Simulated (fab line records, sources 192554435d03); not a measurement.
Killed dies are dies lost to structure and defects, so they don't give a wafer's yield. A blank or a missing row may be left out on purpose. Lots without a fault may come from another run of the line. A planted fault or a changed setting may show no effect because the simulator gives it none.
A struck lot beside a sound one | flow n5_finfet | 13 steps out of a route of 1938
Sound: wafers L910.1, L910.3, L910.6. Struck: wafers L900.3, L900.4, L900.6. The cause comes at the end.
At each step with rows: each side's tool, then ch and its chambers, then its first start. Under that, the readings that differ: sound wafers | struck wafers | difference of the means | sigmas: that difference in standard deviations of wafers without a fault.
alike: readings whose means differ by less than 2 such deviations, and words and numbers that are the same on both sides. not compared: withheld readings, readings that some wafer has no value for, bounds like >300 that may hide the same value, and numbers for which the record gives no deviation and whose values overlap.
The two part at a step that has a row with sigmas, a row that says differs or no value, or rows on one side only. Numbers that don't overlap but have no deviation are shown without sigmas and don't part them. A reading that every wafer of one side lacks parts them only if that side has two wafers or more.

first, 9 steps without rows for these wafers: N5_SDB_DESCUM_16 (chemistry O2, time 7.9 s); N5_SDB_ETCH_17 (etches SiARC in CF4, target depth 23.4 nm, time 39 s); N5_SDB_ETCH_18 (etches SOC in N2/H2, target depth 100 nm, overetch 20 nm, time 150 s); N5_SDB_STRIP_19 (strips in N2/H2); N5_SDB_STRIP_21 (strips in CF4); N5_SDB_HM_OPEN_20 (chemistry CH3F/O2, target SiNx, stops on poly-Si, target depth 24 nm); N5_SDB_STRIP_22 (strips in N2/H2); N5_SDB_PRECLEAN_23 (cleans in dHF, time 30 s); N5_SDB_DUMMY_REMOVE_24 (chemistry TMAH, target poly-Si, stops on SiO2, target depth 142 nm, time 57 s, rinse time 30 s).
N5_SDB_ETCH_25: etches SiO2 in C4F6/O2, target depth 10 nm, time 3.3 s.
  sound on rie_diel-02 ch 0,1,2, day 9 11:19; struck on rie_diel-02 ch 2,3, day 7 01:51
  no value came back on the struck wafers for any of 8 readings (C4F6_flow_sccm (sccm), O2_flow_sccm (sccm) and others); on the sound wafers C4F6_flow_sccm (sccm) reads 10.071 10.004 9.993
  not compared: rf_hours_counter_h
then, 1 step without rows for these wafers: N5_SDB_CUT_ETCH_26 (etches Si in HBr/Cl2/O2, target depth 129.6 nm, bt time 20 s, time 51.8 s).
N5_BEOL_M4_RC_MEAS_101:
  the record has rows for the sound wafers here (prober-01 ch 0, day 14 02:31) and none for the struck ones
-- the record jumps here: 8 days lie between the struck wafers' starts before and after (it left off in module BEOL_M4 and takes up again in module PASSIVATION, whose first step shown is number 1936 of the route) --
N5_PASSIVATION_PROBE_49:
  the record has rows for the struck wafers here (prober-02, day 15 06:01) and none for the sound ones

WHERE THEY PART
First at N5_SDB_ETCH_25; last, within this record, at N5_PASSIVATION_PROBE_49.

WHY: what the simulator had put in
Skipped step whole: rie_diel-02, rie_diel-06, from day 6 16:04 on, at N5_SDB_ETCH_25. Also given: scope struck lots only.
